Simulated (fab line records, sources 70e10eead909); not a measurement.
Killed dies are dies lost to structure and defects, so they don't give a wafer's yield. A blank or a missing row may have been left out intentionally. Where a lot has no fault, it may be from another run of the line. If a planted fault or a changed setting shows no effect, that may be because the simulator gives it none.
Matching of chambers / flow nand-harc / NHARC_A_STAIRCASE_DEP_325 on pecvd-03 has 3 sister chambers
The step deposits SiO2, target thk 3800 nm. 16 wafers are shown with their chamber, then 7 later ones without.

== WAFERS PAIRED WITH THEIR CHAMBERS ==
wafer=L258.2; chamber=0; heater-power-w (W)=635; heater-power-outer-w (W)=374; mfc-precursor-sccm (sccm)=199.9
wafer=L258.4; chamber=1; heater-power-w (W)=563; heater-power-outer-w (W)=331; mfc-precursor-sccm (sccm)=200.0
wafer=L258.5; chamber=2; heater-power-w (W)=495; heater-power-outer-w (W)=292; mfc-precursor-sccm (sccm)=200.0
wafer=L257.2; chamber=1; heater-power-w (W)=676; heater-power-outer-w (W)=418; mfc-precursor-sccm (sccm)=199.5
wafer=L257.3; chamber=2; heater-power-w (W)=601; heater-power-outer-w (W)=356; mfc-precursor-sccm (sccm)=199.0
wafer=L257.4; chamber=2; heater-power-w (W)=491; heater-power-outer-w (W)=288; mfc-precursor-sccm (sccm)=200.4
wafer=L261.1; chamber=0; heater-power-w (W)=614; heater-power-outer-w (W)=357; mfc-precursor-sccm (sccm)=200.1
wafer=L261.3; chamber=2; heater-power-w (W)=598; heater-power-outer-w (W)=376; mfc-precursor-sccm (sccm)=199.4
wafer=L261.6; chamber=0; heater-power-w (W)=553; heater-power-outer-w (W)=318; mfc-precursor-sccm (sccm)=199.7
wafer=L262.1; chamber=0; heater-power-w (W)=620; heater-power-outer-w (W)=371; mfc-precursor-sccm (sccm)=200.2
wafer=L262.2; chamber=2; heater-power-w (W)=548; heater-power-outer-w (W)=350; mfc-precursor-sccm (sccm)=200.4
wafer=L262.4; chamber=1; heater-power-w (W)=580; heater-power-outer-w (W)=337; mfc-precursor-sccm (sccm)=199.6
wafer=L263.1; chamber=0; heater-power-w (W)=573; heater-power-outer-w (W)=330; mfc-precursor-sccm (sccm)=201.0
wafer=L263.4; chamber=2; heater-power-w (W)=477; heater-power-outer-w (W)=282; mfc-precursor-sccm (sccm)=199.8
wafer=L263.5; chamber=0; heater-power-w (W)=566; heater-power-outer-w (W)=310; mfc-precursor-sccm (sccm)=199.5
wafer=L264.2; chamber=2; heater-power-w (W)=514; heater-power-outer-w (W)=298; mfc-precursor-sccm (sccm)=198.8

SIGNATURES (means of the wafers above)
reading=heater-power-w; chamber 0=593.50; chamber 1=606.33; chamber 2=532.00; scatter within a chamber=47.1
reading=heater-power-outer-w; chamber 0=343.33; chamber 1=362.00; chamber 2=320.29; scatter within a chamber=36.8
reading=mfc-precursor-sccm; chamber 0=200.067; chamber 1=199.700; chamber 2=199.686; scatter within a chamber=0.553
Rule: for each reading, subtract the chamber's mean from the wafer's reading, divide by that reading's scatter and square the result; add these up over the readings and take the root, which gives the wafer's distance from the chamber. If the next closest chamber is less than 2 further off than the closest, the wafer can't be placed; otherwise it belongs to the closest. The scatter: take each reading less its chamber's mean, square it, sum over the shown wafers, divide by the number of wafers less the number of chambers, and take the root.

== WAFERS MISSING THEIR CHAMBER ==
wafer=L264.3; heater-power-w (W)=647; heater-power-outer-w (W)=363; mfc-precursor-sccm (sccm)=199.7
wafer=L264.6; heater-power-w (W)=588; heater-power-outer-w (W)=347; mfc-precursor-sccm (sccm)=200.4
wafer=L267.2; heater-power-w (W)=514; heater-power-outer-w (W)=314; mfc-precursor-sccm (sccm)=200.8
wafer=L267.5; heater-power-w (W)=591; heater-power-outer-w (W)=343; mfc-precursor-sccm (sccm)=201.4
wafer=L267.6; heater-power-w (W)=551; heater-power-outer-w (W)=305; mfc-precursor-sccm (sccm)=199.6
wafer=L272.2; heater-power-w (W)=663; heater-power-outer-w (W)=390; mfc-precursor-sccm (sccm)=199.2
wafer=L274.1; heater-power-w (W)=703; heater-power-outer-w (W)=420; mfc-precursor-sccm (sccm)=198.5

== CHAMBER TAKEN BY EACH ==
wafer=L264.3; from the rows above=can't be placed: 1 or 0 or 2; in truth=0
wafer=L264.6; from the rows above=can't be placed: 0 or 1 or 2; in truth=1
wafer=L267.2; from the rows above=can't be placed: 2 or 0 or 1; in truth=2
wafer=L267.5; from the rows above=can't be placed: 0 or 1 or 2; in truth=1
wafer=L267.6; from the rows above=can't be placed: 2 or 0 or 1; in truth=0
wafer=L272.2; from the rows above=can't be placed: 1 or 0 or 2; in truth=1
wafer=L274.1; from the rows above=can't be placed: 1 or 0 or 2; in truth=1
Correct placement for 0 of the 7. Not placeable from these rows: 7 (in 7, the candidates include the true chamber). Wrongly placed: 0.
